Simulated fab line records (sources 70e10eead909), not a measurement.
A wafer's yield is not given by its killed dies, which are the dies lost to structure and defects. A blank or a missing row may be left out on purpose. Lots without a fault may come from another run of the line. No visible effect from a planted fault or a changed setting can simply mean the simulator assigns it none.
Matching of chambers | flow nand-harc | NHARC_A_CHANNEL_FILL_D1_ALD_25 on ald-hk-01 has 4 sister chambers
The step deposits SiOx, target thk 60 nm, pulse time 10 s, ald cycles 600. 7 wafers are shown with their chamber, then 7 later ones without.

EACH WAFER AND ITS CHAMBER
wafer  | chamber | heater-power-w (W) | precursor-pulse-height-rel
L082.4 | 3       | 393                | 0.968
L082.6 | 1       | 470                | 0.987
L087.1 | 3       | 378                | 1.004
L087.3 | 0       | 432                | 0.962
L087.2 | 2       | 375                | 1.010
L092.1 | 0       | 439                | 0.981
L092.2 | 1       | 468                | 0.968

WAFERS MISSING THEIR CHAMBER
wafer  | heater-power-w (W) | precursor-pulse-height-rel
L092.4 | 395                | 0.987
L094.3 | 472                | 0.986
L094.1 | 429                | 1.023
L094.5 | 377                | 0.998
L097.1 | 430                | 1.038
L097.2 | 382                | 0.996
L097.3 | 471                | 1.028

WHICH CHAMBER EACH ONE RAN IN
wafer  | from the rows above     | in truth
L092.4 | can't be placed: 3 or 2 | 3
L094.3 | 1                       | 1
L094.1 | 0                       | 0
L094.5 | can't be placed: 2 or 3 | 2
L097.1 | 0                       | 0
L097.2 | can't be placed: 3 or 2 | 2
L097.3 | 1                       | 1
Correct placement for 4 of the 7. Unplaceable from these rows: 3, with the true chamber sitting among the candidates in 3. Wrongly placed: 0.
How it was worked out, from the rows above alone: a wafer's distance from a chamber is the root of the sum, over the readings, of the square of ((its reading less the chamber's mean) divided by the reading's scatter). The wafer belongs to the nearest chamber; if the next one is less than 2 further off, it can't be placed. A chamber's mean is the mean of its shown wafers. The scatter is the square root of a quotient: the sum, over the shown wafers, of each reading's squared deviation from its chamber's mean, divided by wafers minus chambers.
